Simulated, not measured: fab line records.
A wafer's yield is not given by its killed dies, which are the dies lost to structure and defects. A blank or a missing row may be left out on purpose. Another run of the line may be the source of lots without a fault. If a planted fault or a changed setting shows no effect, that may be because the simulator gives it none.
Chamber matching + flow n5_finfet + N5_BEOL_M9_CURE_72 on uv_cure-01 has 3 sister chambers
The step cures SiCOH lowk, time 120 s. 3 wafers are shown with their chamber, then 12 later ones without.

WAFERS WITH THEIR CHAMBER
| wafer  | chamber | wafer_temp_C_max |
|--------|---------|------------------|
| L079.4 | 0       | 372.3            |
| L083.4 | 1       | 371.1            |
| L090.6 | 2       | 372.2            |

WAFERS MISSING THEIR CHAMBER
| wafer  | wafer_temp_C_max |
|--------|------------------|
| L088.2 | 372.3            |
| L088.5 | 372.5            |
| L088.6 | 371.8            |
| L097.3 | 372.3            |
| L097.4 | 371.9            |
| L097.5 | 372.0            |
| L091.1 | 372.4            |
| L091.2 | 373.1            |
| L091.3 | 372.4            |
| L092.1 | 371.2            |
| L092.2 | 371.5            |
| L092.5 | 371.8            |

WHICH CHAMBER EACH ONE RAN IN
| wafer  | from the rows above          | in truth |
|--------|------------------------------|----------|
| L088.2 | can't be placed: 0 or 2      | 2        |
| L088.5 | can't be placed: 0 or 2      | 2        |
| L088.6 | can't be placed: 2 or 0 or 1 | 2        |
| L097.3 | can't be placed: 0 or 2      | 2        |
| L097.4 | can't be placed: 2 or 0 or 1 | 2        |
| L097.5 | can't be placed: 2 or 0      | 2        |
| L091.1 | can't be placed: 0 or 2      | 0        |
| L091.2 | can't be placed: 0 or 2      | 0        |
| L091.3 | can't be placed: 0 or 2      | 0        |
| L092.1 | 1                            | 1        |
| L092.2 | can't be placed: 1 or 2 or 0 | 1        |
| L092.5 | can't be placed: 2 or 0 or 1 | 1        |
Correct placement for 1 of the 12. Not placeable from these rows: 11 (in 11, the candidates include the true chamber). Placed wrongly: 0.
How it was worked out, from the rows above alone: a wafer's distance from a chamber is the root of the sum, over the readings, of the square of ((its reading less the chamber's mean) divided by the reading's scatter). The wafer belongs to the nearest chamber; if the next one is less than 2 further off, it can't be placed. Each chamber's mean is taken over the wafers shown for it. The scatter: with one shown wafer a chamber, the root of the mean of the squares of how far each hidden wafer lies from its nearest shown one.
